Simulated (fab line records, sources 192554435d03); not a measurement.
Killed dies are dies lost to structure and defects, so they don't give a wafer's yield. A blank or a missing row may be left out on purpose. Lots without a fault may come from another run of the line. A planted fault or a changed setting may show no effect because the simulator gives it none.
A struck lot beside a sound one | flow n5_finfet | 15 steps out of a route of 1938
Sound: wafers L587.3, L587.5, L587.6. Struck: wafer L591.1. (L591.2, L591.4 of the same lot were not struck and are left out.) The cause comes at the end.
At each step with rows: each side's tool, then ch and its chambers, then its first start. Under that, the readings that differ: sound wafers | struck wafers | difference of the means | sigmas: that difference in standard deviations of wafers without a fault.
alike: readings whose means differ by less than 2 such deviations, and words and numbers that are the same on both sides. not compared: withheld readings, readings that some wafer has no value for, bounds like >300 that may hide the same value, and numbers for which the record gives no deviation and whose values overlap.
The two part at a step that has a row with sigmas, a row that says differs or no value, or rows on one side only. Numbers that don't overlap but have no deviation are shown without sigmas and don't part them. A reading that every wafer of one side lacks parts them only if that side has two wafers or more.

first, 3 steps without rows for these wafers: N5_BEOL_M7_EXPOSE_25 (exposes mask V6, target cd 40 nm); N5_BEOL_M7_PEB_26 (peb time 60 s); N5_BEOL_M7_DEVELOP_27 (develop time 30 s).
N5_BEOL_M7_CD_MEAS_28: target cd 40 nm.
  sound on cd_sem-02 ch 0, day 9 08:29; struck on cd_sem-02 ch 0, day 10 18:54
  alike: cd_nm
N5_BEOL_M7_OVL_MEAS_29:
  sound on overlay-01 ch 0, day 9 08:32; struck on overlay-02 ch 0, day 10 18:56
  alike: V6_OVL
N5_BEOL_M7_INSPECT_30: inspects for defects (brightfield).
  sound on defect_inspect-02, day 9 08:34; struck on defect_inspect-01, day 10 18:59
  alike: raw_defect_count
N5_BEOL_M7_DESCUM_33: chemistry O2, time 7 s.
  sound on rie_diel-03 ch 0,1, day 9 08:44; struck on rie_diel-03 ch 2, day 10 19:30
  alike: drypump_motor_current_A, oes_product_au, rf_vpp_V, showerhead_plenum_p_Torr, throttle_valve_pct
  not compared: rf_hours_counter_h
N5_BEOL_M7_ETCH_72: etches underlayer in N2/H2, target depth 6.5 nm, time 5.2 s.
  sound on rie_diel-03 ch 0,1, day 9 08:46; struck on rie_diel-03 ch 2, day 10 19:32
  alike: drypump_motor_current_A, etch_rf_on_time_s, oes_product_au, rf_fwd_power_W, rf_vpp_V, showerhead_plenum_p_Torr, throttle_valve_pct
  not compared: rf_hours_counter_h
N5_BEOL_M7_ETCH_65: etches SiARC in CF4, target depth 15.6 nm, time 26 s.
  sound on rie_diel-03 ch 0,1, day 9 08:47; struck on rie_diel-03 ch 2, day 10 19:33
  alike: drypump_motor_current_A, etch_rf_on_time_s, oes_product_au, rf_fwd_power_W, rf_vpp_V, showerhead_plenum_p_Torr, throttle_valve_pct
  not compared: rf_hours_counter_h
N5_BEOL_M7_ETCH_66: etches SOC in N2/H2, target depth 80 nm, overetch 16 nm, time 120 s.
  sound on rie_diel-03 ch 0,1, day 9 08:49; struck on rie_diel-03 ch 2, day 10 19:35
  alike: drypump_motor_current_A, oes_product_au, rf_fwd_power_W, rf_vpp_V, showerhead_plenum_p_Torr, throttle_valve_pct
  not compared: rf_hours_counter_h
then, 2 steps without rows for these wafers: N5_BEOL_M7_STRIP_69 (strips in N2/H2); N5_BEOL_M7_STRIP_73 (strips in N2/H2).
N5_BEOL_M7_VIA_ETCH_34: etches SiCOH lowk in C4F6/O2, target depth 125.5 nm, time 50.5 s.
  sound on rie_diel-03 ch 0,1, day 9 08:55; struck on rie_diel-03 ch 2, day 10 19:41
  reading                                  | sound             | struck | difference | sigmas
  oes_f_703_au (a.u.)                      | 0.87 0.87 0.71    | 0.59   | -0.23      | -3
  oes_o_777_au (a.u.)                      | 0.87 0.86 0.70    | 0.63   | -0.18      | -3
  rf_fwd_power_W (W)                       | 339.2 340.2 341.7 | 256.8  | -83.6      | -52
  rf_vpp_V (V)                             | 662 662 653       | 759    | +100       | +15
  model.etch.depth_nm (nm)                 | 126.7 126.6 127.3 | 113    | -14        |
  model.SOC_of_BEOL_M7_COAT_63.thk_nm (nm) | 54 53.6 54        | 54.6   | +0.7       |
  alike: O2_flow_sccm, drypump_motor_current_A, oes_product_au, showerhead_plenum_p_Torr, throttle_valve_pct
  not compared: rf_hours_counter_h
then, 1 step without rows for these wafers: N5_BEOL_M7_STRIP_76 (strips in C4F6/O2).
-- the record jumps here: 3 days lie between the struck wafers' starts before and after (it left off in module BEOL_M7 and takes up again in module PASSIVATION, whose first step shown is number 1936 of the route) --
N5_PASSIVATION_PROBE_49:
  sound on prober-02, day 12 11:34; struck on prober-01, day 14 04:38
  alike: defect_limited_yield, killed_at_M0_to_M3, killed_at_M4_up, killed_at_contacts, killed_at_front_end, killed_at_other, killed_dies, killed_open, killed_short, sort_bin_5_function, sort_bin_6_memory, sort_n_pass, sort_yield_pct

WHERE THEY PART
Only at N5_BEOL_M7_VIA_ETCH_34, within this record. Later steps at which nothing parts them and some readings are alike: N5_PASSIVATION_PROBE_49.

WHY: what the simulator had put in
Process parameter drift: rie_diel-03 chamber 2, from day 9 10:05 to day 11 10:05, at N5_BEOL_M7_VIA_ETCH_34. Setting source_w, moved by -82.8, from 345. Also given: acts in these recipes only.
